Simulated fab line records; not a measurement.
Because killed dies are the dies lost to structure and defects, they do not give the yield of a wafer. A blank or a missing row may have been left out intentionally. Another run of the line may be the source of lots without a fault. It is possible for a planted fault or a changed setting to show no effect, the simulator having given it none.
fab line records	flow nand_harc
record: lots: 6	wafers: 18	last_day: 34
route steps=1302 shown A_STAIRCASE@807 END@1302
lots with no fault: from the same line, run without faults
start_h: hours from the record's opening day to when the first of the lot's shown wafers began	wait_h: how many hours have passed since the lot's step before this one	" the same as in the row above	L1.1+2: a single row standing in for several wafers	- no value, or no start given	* or withheld: withheld	< > ~ a bound
route shown NAME@n: NAME is a module with steps in the file, n the number in the route of the first one	usual: average and standard deviation across the fault-free wafers	same: alike in all rows	chamber/n: place in a boat	sites: the reading at each site	_std_site: the standard deviation of these	_edge_site: outer sites' mean less inner sites'	radius_mm: for every site, how far away it sits from the centre of the wafer	mask NAME#n: copy n	behind: the last tool/chamber to shape the wafer	hold: why the lot was held/for how many hours/how that ended	device: transistor that didn't switch, given as n, p or np	end of line: at the end of the route, the tests of the same wafers	a step without rows: its recipe alone	killed: at the first sort, the dies lost to defects and structure; wafer yield is something else	map: a wafer's dies, x killed, . not, _ none there
set.NAME: the setting the step ran with; set.NAME@STEP: the setting that earlier step ran with	model.NAME: the simulator's own value behind a step, which no gauge read
certain route steps with their lots: each step a table, each wafer a row
services: the hour from which a tool's chamber was out of use, counted from the record's first day as start_h (under 0 if before that day), plus the number of hours and why
== steps ==
step: NHARC_A_STAIRCASE_DESCUM_291
recipe: time_s: 3	o2_flow_sccm: 200	ar_flow_sccm: 0	bias_power_w: 0	chemistry: O2
usual: drypump_motor_current_A: 5.9/0.39	oes_product_au: 1.004/0.0073	rf_vpp_V: 57.9/0.92	showerhead_plenum_p_Torr: 1.94/0.093	throttle_valve_pct: 11.312/0.009
lot.wafer	tool	chamber	start_h	wait_h	drypump_motor_current_A	oes_product_au	rf_hours_counter_h	rf_vpp_V	showerhead_plenum_p_Torr	throttle_valve_pct
L618.2	rie_diel-05	0	428.34	-	6.2	1.000	2	58.9	1.99	11.315
L618.1	"	1	"	"	5.5	1.017	3	58.5	2.02	11.319
L618.6	"	0	"	"	6.2	0.999	-	58.8	1.99	11.317
L622.2	rie_diel-05	3	482.68	-	5.5	1.003	20	57.9	1.87	11.318
L622.1	"	0	"	"	6.2	1.021	20	59.4	1.98	11.329
L622.5	"	3	"	"	5.5	1.009	-	57.6	1.88	11.317
L623.2	rie_diel-13	2	483.79	-	6.2	0.999	41	60.3	2.06	11.313
L623.4	"	3	"	"	6.1	1.000	41	57.4	1.80	11.312
L623.1	"	0	"	"	6.4	0.999	42	56.6	1.81	11.334
L625.1	rie_diel-07	3	517.26	-	6.1	0.990	13	58.4	2.02	11.313
L625.3	"	1	"	"	5.7	0.990	11	56.6	1.79	11.320
L625.4	"	3	"	"	6.1	0.990	-	57.7	2.02	11.305
L628.4	rie_diel-05	2	536.67	-	5.3	1.001	44	57.9	1.96	11.318
L628.5	"	2	"	"	5.3	1.011	-	58.0	1.96	11.307
L628.6	"	3	"	"	5.5	1.001	-	57.6	1.87	11.302
L635.1	rie_diel-07	0	613.23	-	6.0	1.000	51	58.0	2.06	11.318
L635.3	"	3	"	"	6.1	1.006	54	57.3	2.00	11.311
L635.5	"	1	"	"	5.7	0.992	-	57.4	1.78	11.310
step: NHARC_A_STAIRCASE_ETCH_292
recipe: cf4_flow_sccm: 100	chf3_flow_sccm: 30	ar_flow_sccm: 0	rf_w: 500	bias_w: 200	chemistry: CF4/CHF3
usual: bias_w: 199.9/0.57	drypump_motor_current_A: 5.9/0.39	oes_product_au: 0.937/0.022	rf_vpp_V: 371.3/2.6	showerhead_plenum_p_Torr: 1.59/0.073	throttle_valve_pct: 16.802/0.01
lot.wafer	tool	chamber	start_h	wait_h	bias_w	drypump_motor_current_A	oes_product_au	rf_hours_counter_h	rf_vpp_V	showerhead_plenum_p_Torr	throttle_valve_pct
L618.1	rie_diel-05	0	428.42	0.1	199.9	6.2	0.924	2	372.4	1.63	16.804
L618.2	"	3	"	"	199.9	5.5	0.926	3	369.5	1.55	16.796
L618.6	"	0	"	"	200.1	6.2	0.915	-	372.7	1.63	16.800
L622.1	rie_diel-05	1	482.77	0.1	200.0	5.5	0.940	21	372.7	1.65	16.792
L622.2	"	2	"	"	199.7	5.3	0.941	23	371.7	1.62	16.804
L622.5	"	1	"	"	199.1	5.5	0.928	-	373.6	1.65	16.807
L623.1	rie_diel-13	3	483.86	0.1	199.8	6.1	0.933	41	366.4	1.49	16.810
L623.4	"	0	"	"	200.2	6.4	0.928	42	368.0	1.49	16.808
L623.2	"	1	"	"	199.1	6.4	0.923	42	372.6	1.63	16.784
L625.3	rie_diel-07	0	517.36	0.1	199.7	6.1	0.925	13	374.9	1.70	16.802
L625.1	"	1	"	"	199.0	5.7	0.926	11	368.8	1.48	16.804
L625.4	"	0	"	"	200.5	6.1	0.928	-	375.8	1.70	16.794
L628.4	rie_diel-05	0	536.77	0.1	200.4	6.2	0.981	40	372.2	1.62	16.810
L628.5	"	2	"	"	198.9	5.3	0.974	-	370.4	1.61	16.804
L628.6	"	3	"	"	199.6	5.5	0.955	-	371.6	1.54	16.799
L635.3	rie_diel-07	3	613.34	0.1	198.9	6.2	0.922	54	373.6	1.64	16.798
L635.1	"	0	"	"	199.8	6.1	0.922	51	375.1	1.69	16.809
L635.5	"	2	"	"	199.9	6.0	0.915	-	368.8	1.54	16.804
step: NHARC_A_STAIRCASE_HM_OPEN_460
recipe: o2_flow_sccm: 400	cos_flow_sccm: 20	ar_flow_sccm: 0	rf_w: 500	bias_w: 300	chemistry: O2/COS
usual: bias_w: 300.1/0.86	drypump_motor_current_A: 5.9/0.39	oes_product_au: 1.001/0.0076	rf_vpp_V: 468/3.2	showerhead_plenum_p_Torr: 3.16/0.14	throttle_valve_pct: 28.331/0.0092
lot.wafer	tool	chamber	start_h	wait_h	bias_w	drypump_motor_current_A	oes_product_au	rf_hours_counter_h	rf_vpp_V	showerhead_plenum_p_Torr	throttle_valve_pct
L618.2	rie_diel-05	2	-	-	300.7	5.3	1.012	4	469	3.22	28.337
L618.1	"	0	"	"	300.4	6.2	1.003	2	470	3.24	28.340
L618.6	"	2	"	"	300.2	5.3	0.992	-	470	3.22	28.333
L622.2	rie_diel-05	0	-	-	300.1	6.2	1.007	21	468	3.23	28.314
L622.1	"	3	"	"	299.4	5.5	0.982	20	466	3.06	28.320
L622.5	"	0	"	"	299.8	6.2	1.011	-	470	3.23	28.329
L623.2	rie_diel-13	2	-	-	299.8	6.3	0.998	41	472	3.35	28.331
L623.4	"	3	"	"	299.7	6.1	1.005	41	463	2.95	28.330
L623.1	"	0	"	"	301.0	6.5	0.993	42	462	2.96	28.331
L625.1	rie_diel-07	3	-	-	301.5	6.1	0.989	14	470	3.28	28.323
L625.3	"	1	"	"	300.4	5.7	0.998	11	463	2.93	28.348
L625.4	"	3	"	"	301.8	6.2	0.992	-	469	3.28	28.317
L628.4	rie_diel-05	2	-	-	301.4	5.3	0.999	44	468	3.20	28.320
L628.5	"	1	"	"	301.3	5.5	1.003	-	469	3.27	28.338
L628.6	"	2	"	"	300.4	5.3	0.999	-	468	3.20	28.333
L635.3	rie_diel-07	0	-	-	301.0	6.1	0.986	51	473	3.35	28.319
L635.1	"	2	"	"	300.5	5.9	0.985	23	466	3.06	28.323
L635.5	"	0	"	"	300.6	6.1	0.995	-	471	3.35	28.333
step: NHARC_A_STAIRCASE_STRIP_461
recipe: o2_flow_sccm: 400	cos_flow_sccm: 20	ar_flow_sccm: 0	bias_w: 0	chemistry: O2/COS
step: NHARC_A_STAIRCASE_ETCH_452
recipe: target_depth_a: 300	overetch_a: 30	time_s: 16.5	ion_energy_ev: 100	cf4_flow_sccm: 80	o2_flow_sccm: 20	ar_flow_sccm: 0	rf_w: 300	bias_w: 100	chemistry: CF4/O2
usual: bias_w: 99.98/0.29	drypump_motor_current_A: 5.9/0.39	oes_product_au: 1.001/0.0072	rf_vpp_V: 198.1/1.5	showerhead_plenum_p_Torr: 1.35/0.064	throttle_valve_pct: 13.398/0.0091
lot.wafer	tool	chamber	start_h	wait_h	bias_w	drypump_motor_current_A	oes_product_au	rf_hours_counter_h	rf_vpp_V	showerhead_plenum_p_Torr	throttle_valve_pct
L618.2	rie_diel-05	2	-	-	100.14	5.3	1.009	4	199.2	1.38	13.401
L618.1	"	0	"	"	99.27	6.2	1.004	2	197.9	1.38	13.393
L618.6	"	1	"	"	100.40	5.5	1.005	-	199.2	1.41	13.398
L622.2	rie_diel-05	3	-	-	99.60	5.5	0.998	20	195.6	1.31	13.382
L622.1	"	1	"	"	99.88	5.5	1.003	21	199.4	1.40	13.408
L622.5	"	3	"	"	100.14	5.5	1.008	-	198.3	1.31	13.388
L623.2	rie_diel-13	2	-	-	100.60	6.3	0.995	41	199.4	1.44	13.407
L623.1	"	0	"	"	100.13	6.5	0.997	42	195.7	1.26	13.384
L623.4	"	1	"	"	99.97	6.4	1.005	42	199.3	1.38	13.406
L625.3	rie_diel-07	1	-	-	99.55	5.7	0.990	11	195.9	1.25	13.398
L625.1	"	3	"	"	99.68	6.2	0.994	14	199.4	1.40	13.390
L625.4	"	1	"	"	99.94	5.7	0.992	-	197.1	1.25	13.389
L628.4	rie_diel-05	1	-	-	99.70	5.5	1.017	42	198.6	1.40	13.379
L628.6	"	3	"	"	99.88	5.5	0.998	-	196.5	1.30	13.386
L628.5	"	0	"	"	100.12	6.2	1.011	-	198.0	1.38	13.390
L635.3	rie_diel-07	1	-	-	99.99	5.7	0.990	49	196.0	1.24	13.397
L635.1	"	3	"	"	100.30	6.1	0.990	54	198.3	1.40	13.397
L635.5	"	0	"	"	99.98	6.0	1.006	-	199.6	1.43	13.407
step: NHARC_A_STAIRCASE_ETCH_294
recipe: target_depth_a: 49890	time_s: 1211.6	ion_energy_ev: 800	c4f8_flow_sccm: 80	o2_flow_sccm: 60	ar_flow_sccm: withheld	rf_w: 600	bias_w: 3000	chemistry: C4F8/O2/Ar
usual: bias_w: 3000/7.9	oes_product_au: 0.937/0.012	rf_vpp_V: 1831/12
lot.wafer	tool	chamber	start_h	wait_h	bias_w	oes_product_au	rf_hours_counter_h	rf_vpp_V
L618.2	rie_diel-05	3	-	-	3003	0.929	3	1823
L618.1	"	0	"	"	3006	0.939	2	1836
L618.6	"	3	"	"	3000	0.925	-	1823
L622.2	rie_diel-05	2	-	-	2994	0.948	23	1834
L622.1	"	3	"	"	3005	0.928	20	1822
L622.5	"	0	"	"	3003	0.922	-	1835
L623.4	rie_diel-13	2	-	-	2993	0.933	41	1845
L623.1	"	3	"	"	3004	0.936	41	1812
L623.2	"	0	"	"	3009	0.935	43	1814
L625.1	rie_diel-07	3	-	-	3002	0.926	14	1841
L625.3	"	1	"	"	2999	0.936	11	1809
L625.4	"	1	"	"	2999	0.944	-	1811
L628.4	rie_diel-05	3	-	-	2983	0.959	39	1820
L628.5	"	1	"	"	2995	0.948	-	1838
L628.6	"	2	"	"	2989	0.955	-	1833
L635.1	rie_diel-07	0	-	-	3006	0.940	52	1845
L635.3	"	2	"	"	3005	0.945	23	1823
L635.5	"	0	"	"	2992	0.932	-	1845
step: NHARC_A_STAIRCASE_STRIP_295
recipe: o2_flow_sccm: 500	ar_flow_sccm: 0	bias_w: 0	chemistry: O2
step: NHARC_A_STAIRCASE_STRIP_296
recipe: time_s: 900	temp_c: 130	chemistry: SPM
step: NHARC_A_STAIRCASE_PRECLEAN_297
recipe: time_s: *	temp_c: 50	bath_age_min: 0	chemistry: SC1
step: NHARC_A_STAIRCASE_SRD_298
step: NHARC_A_STAIRCASE_HM_DEP_462
recipe: target_thk_a: 8000	temp_c: 400	material: aC
step: NHARC_A_STAIRCASE_DEP_301
recipe: target_thk_a: 300	target_thk_nm: 30	temp_c: 400	pressure_torr: 3.5	flow_sccm: 200	rf_w: 350	material: SiON
usual: heater_power_w: 717/130	rf_fwd_power_W: 348.5/1.1	showerhead_vpp_V: 1158/33
lot.wafer	tool	chamber	start_h	wait_h	heater_power_w	rf_fwd_power_W	showerhead_vpp_V
L618.1	pecvd-02	1	433.83	1.6	575	347.5	1116
L618.2	"	2	"	"	458	347.3	1074
L618.6	"	0	"	"	647	348.5	1182
L622.2	pecvd-03	2	486.82	1.3	743	350.4	1168
L622.1	"	1	"	"	878	347.8	1152
L622.5	"	2	"	"	747	348.4	1153
L623.2	pecvd-03	1	491.46	1.2	1051	348.0	1177
L623.1	"	0	"	"	745	349.3	1142
L623.4	"	1	"	"	1005	347.3	1154
L625.3	pecvd-03	0	521.72	1.0	802	209.0	892
L625.1	"	2	"	"	725	347.0	1167
L625.4	"	1	"	"	980	346.9	1168
L628.6	pecvd-03	1	541.06	0.1	966	349.2	1159
L628.5	"	2	"	"	676	346.9	1169
L628.4	"	0	"	"	790	209.1	867
L635.1	pecvd-01	1	622.75	1.6	650	349.2	1189
L635.3	"	2	"	"	706	347.6	1161
L635.5	"	0	"	"	757	346.4	1192
step: NHARC_A_STAIRCASE_DEHYDRATE_302
recipe: temp_c: 150	time_s: 120
step: NHARC_END_SORT_01
recipe: temp_c: 25
usual: killed_at_array: 56/21	killed_at_other: 1.2/1.6	killed_at_periphery: 3.7/2.5	killed_dies: 61/21	killed_open: 3.1/1.8	killed_short: 2.8/1.7
same: gross_dies: 677
lot.wafer	tool	chamber	start_h	wait_h	killed_at_array	killed_at_other	killed_at_periphery	killed_dies	killed_open	killed_short
L622.1	prober-01	0	660.44	2.5	28	4	3	35	3	4
L622.2	prober-01	0	661.25	2.8	34	4	3	41	2	2
L622.5	prober-01	0	663.67	3.7	28	2	4	34	3	3
killed by level:class
L622.1 A_CHANNEL_HOLE_D2:chamber_film_flake=15 A_CHANNEL_HOLE_D1:chamber_film_flake=5 THIN_TSV:chamber_film_flake=4 A_STAIRCASE:chamber_film_flake=2 P_GATE:geometric_particle:open=1 P_CONTACT:geometric_particle:short=1 A_CHANNEL_FILL_D1:geometric_particle:short=1 A_DECK1_JOINT:geometric_particle:short=1
L622.2 A_CHANNEL_HOLE_D2:chamber_film_flake=18 A_CHANNEL_HOLE_D1:chamber_film_flake=7 THIN_TSV:chamber_film_flake=4 A_SLIT:chamber_film_flake=3 P_GATE:chamber_film_flake=2 P_CONTACT:geometric_particle:open=1 A_DECK1_JOINT:geometric_particle:short=1 A_CHANNEL_FILL_D2:geometric_particle:open=1
L622.5 A_CHANNEL_HOLE_D2:chamber_film_flake=18 P_GATE:chamber_film_flake=3 A_CHANNEL_HOLE_D1:chamber_film_flake=3 A_DECK1_JOINT:geometric_particle:short=2 THIN_TSV:chamber_film_flake=2 P_STI:geometric_particle:open=1 A_WL_FILL:geometric_particle:short=1 A_BLC:geometric_particle:open=1
== services ==
tool	chamber	start_h	hours	kind
pecvd-02	0	404.50	20.8	repair
rie_diel-05	-	407.97	9.0	pm
rie_diel-05	0	407.97	9.0	vent_cycle
rie_diel-05	1	407.97	9.0	vent_cycle
rie_diel-05	2	407.97	9.0	vent_cycle
rie_diel-05	3	407.97	9.0	vent_cycle
pecvd-02	-	408.71	13.0	pm
rie_diel-05	0	416.97	-	clean
rie_diel-05	3	438.00	8.6	repair
rie_diel-05	1	447.27	2.6	repair
pecvd-02	1	454.41	6.2	repair
rie_diel-07	-	471.39	9.0	pm
pecvd-03	0	480.89	9.1	repair
pecvd-01	-	492.00	13.0	pm
rie_diel-07	1	497.00	2.0	repair
rie_diel-07	2	505.24	65.9	repair
rie_diel-13	-	521.21	9.0	pm
pecvd-03	-	547.35	13.0	pm
rie_diel-05	-	584.97	9.0	pm
pecvd-03	0	588.85	17.7	repair
pecvd-02	-	589.71	13.0	pm
rie_diel-13	-	597.85	0.8	repair
rie_diel-05	2	602.38	11.2	repair
rie_diel-07	0	619.56	4.4	repair
== key ==
first_sign: step: NHARC_A_STAIRCASE_DEP_301	reading: rf_fwd_power_W	direction: down	sigmas: 99+	usual: *	struck: *
effect: step: NHARC_A_STAIRCASE_DEP_301	reading: showerhead_vpp_V	direction: down	sigmas: 8.3	usual: 1158	struck: 880
met_at NHARC_A_STAIRCASE_DEP_301
struck_wafers L625.3,L628.4
tester_left_out L625,L628
onset_between 491.46 521.72
fault: kind: process_parameter_drift	tool: pecvd-03	chamber: 0	onset_h: 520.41	steps: NHARC_A_STAIRCASE_DEP_301	channel: rf_w	offset: *	shape: step	end_h: 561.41	acts_in: *	stated: *
tester_left_out: of these lots the tester's yield and bins aren't shown, on N5 and GAA mostly nor the transistor test; their killed dies are dies lost to structure and defects alone, not to doping, threshold or leakage, so they don't give the yield
